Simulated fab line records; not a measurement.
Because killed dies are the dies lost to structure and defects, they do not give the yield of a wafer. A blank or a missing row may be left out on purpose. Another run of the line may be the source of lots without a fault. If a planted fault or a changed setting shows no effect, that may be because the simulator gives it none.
Chamber matching / flow nand harc / NHARC_A_CHANNEL_FILL_D2_ALD_14 on ald hk-01 has 4 sister chambers
The step deposits SiO2, target thk 2.5 nm, pulse time 10 s, ald cycles 25. 8 wafers are shown with their chamber, then 8 later ones without.

WAFERS WITH THEIR CHAMBER
wafer=L091.1; chamber=0; heater power w (W)=464; precursor pulse height rel=0.988
wafer=L091.2; chamber=1; heater power w (W)=483; precursor pulse height rel=0.986
wafer=L091.5; chamber=2; heater power w (W)=430; precursor pulse height rel=1.037
wafer=L091.6; chamber=3; heater power w (W)=465; precursor pulse height rel=0.990
wafer=L090.1; chamber=2; heater power w (W)=432; precursor pulse height rel=1.006
wafer=L090.2; chamber=3; heater power w (W)=466; precursor pulse height rel=0.998
wafer=L090.3; chamber=0; heater power w (W)=459; precursor pulse height rel=1.000
wafer=L090.4; chamber=1; heater power w (W)=486; precursor pulse height rel=1.005

WAFERS MISSING THEIR CHAMBER
wafer=L090.5; heater power w (W)=467; precursor pulse height rel=1.005
wafer=L090.6; heater power w (W)=486; precursor pulse height rel=0.990
wafer=L094.1; heater power w (W)=461; precursor pulse height rel=0.994
wafer=L094.2; heater power w (W)=416; precursor pulse height rel=1.007
wafer=L094.3; heater power w (W)=441; precursor pulse height rel=1.012
wafer=L094.4; heater power w (W)=468; precursor pulse height rel=0.973
wafer=L094.5; heater power w (W)=486; precursor pulse height rel=0.996
wafer=L094.6; heater power w (W)=447; precursor pulse height rel=1.002

EACH ONE'S CHAMBER
wafer=L090.5; from the rows above=can't be placed: 3 or 0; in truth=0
wafer=L090.6; from the rows above=1; in truth=1
wafer=L094.1; from the rows above=can't be placed: 0 or 3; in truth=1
wafer=L094.2; from the rows above=2; in truth=2
wafer=L094.3; from the rows above=2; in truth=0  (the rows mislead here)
wafer=L094.4; from the rows above=can't be placed: 3 or 0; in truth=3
wafer=L094.5; from the rows above=1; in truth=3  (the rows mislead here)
wafer=L094.6; from the rows above=can't be placed: 0 or 2 or 3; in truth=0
Placed correctly: 2 of 8. Not placeable from these rows: 4 (in 3, the candidates include the true chamber). 2 placed wrongly.
How it was worked out, from the rows above alone: a wafer's distance from a chamber is the root of the sum, over the readings, of the square of ((its reading less the chamber's mean) divided by the reading's scatter). If the next closest chamber is less than 2 further off than the closest, the wafer can't be placed; otherwise it belongs to the closest. The mean given for a chamber averages the wafers shown for that chamber. The scatter: the root of (the sum of the squares of (reading less its chamber's mean) over the shown wafers, divided by (wafers less chambers)).
